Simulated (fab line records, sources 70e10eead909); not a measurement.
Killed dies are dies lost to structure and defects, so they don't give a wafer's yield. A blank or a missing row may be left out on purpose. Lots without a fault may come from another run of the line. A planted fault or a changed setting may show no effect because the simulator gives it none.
Chamber matching | flow nand_harc | NHARC_A_STAIRCASE_ETCH_444 on rie_diel-05: 4 sister chambers
The step etches the open film in C4F8/O2, target depth 10200 nm, time 3400 s. 16 wafers are shown with their chamber, then 8 later ones without.

WAFERS WITH THEIR CHAMBER
wafer  | chamber | rf_vpp_V (V) | oes_product_au (a.u.)
L076.1 | 0       | 802          | 0.936
L076.2 | 2       | 807          | 0.944
L076.4 | 1       | 809          | 0.925
L079.1 | 1       | 810          | 0.926
L079.2 | 2       | 808          | 0.934
L079.4 | 3       | 802          | 0.923
L085.4 | 3       | 802          | 0.927
L085.5 | 1       | 809          | 0.942
L085.6 | 0       | 802          | 0.930
L086.2 | 0       | 801          | 0.973
L086.3 | 1       | 810          | 0.944
L086.5 | 0       | 802          | 0.972
L089.2 | 3       | 801          | 0.918
L089.3 | 2       | 807          | 0.928
L089.5 | 3       | 801          | 0.924
L092.1 | 2       | 807          | 0.930

SIGNATURES (means of the wafers above)
reading        | chamber 0 | chamber 1 | chamber 2 | chamber 3 | scatter within a chamber
rf_vpp_V       | 801.75    | 809.50    | 807.25    | 801.50    | 0.54
oes_product_au | 0.95275   | 0.93425   | 0.93400   | 0.92300   | 0.0132
Rule: a wafer's distance from a chamber is the root of the sum, over the readings, of the square of ((its reading less the chamber's mean) divided by the reading's scatter). The wafer belongs to the nearest chamber; if the next one is less than 2 further off, it can't be placed. The scatter: the root of (the sum of the squares of (reading less its chamber's mean) over the shown wafers, divided by (wafers less chambers)).

WAFERS WITHOUT THEIR CHAMBER
wafer  | rf_vpp_V (V) | oes_product_au (a.u.)
L092.5 | 808          | 0.932
L092.6 | 809          | 0.913
L096.1 | 800          | 0.916
L096.2 | 809          | 0.922
L096.3 | 801          | 0.917
L097.2 | 808          | 0.918
L097.3 | 800          | 0.912
L097.6 | 801          | 0.912

WHICH CHAMBER EACH WENT THROUGH
wafer  | from the rows above     | in truth
L092.5 | can't be placed: 2 or 1 | 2
L092.6 | can't be placed: 1 or 2 | 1
L096.1 | can't be placed: 3 or 0 | 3
L096.2 | 1                       | 1
L096.3 | 3                       | 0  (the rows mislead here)
L097.2 | can't be placed: 2 or 1 | 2
L097.3 | can't be placed: 3 or 0 | 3
L097.6 | 3                       | 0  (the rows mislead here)
Placed correctly: 1 of 8. Can't be placed from these rows: 5 (the true chamber is among the candidates in 5). Placed wrongly: 2.
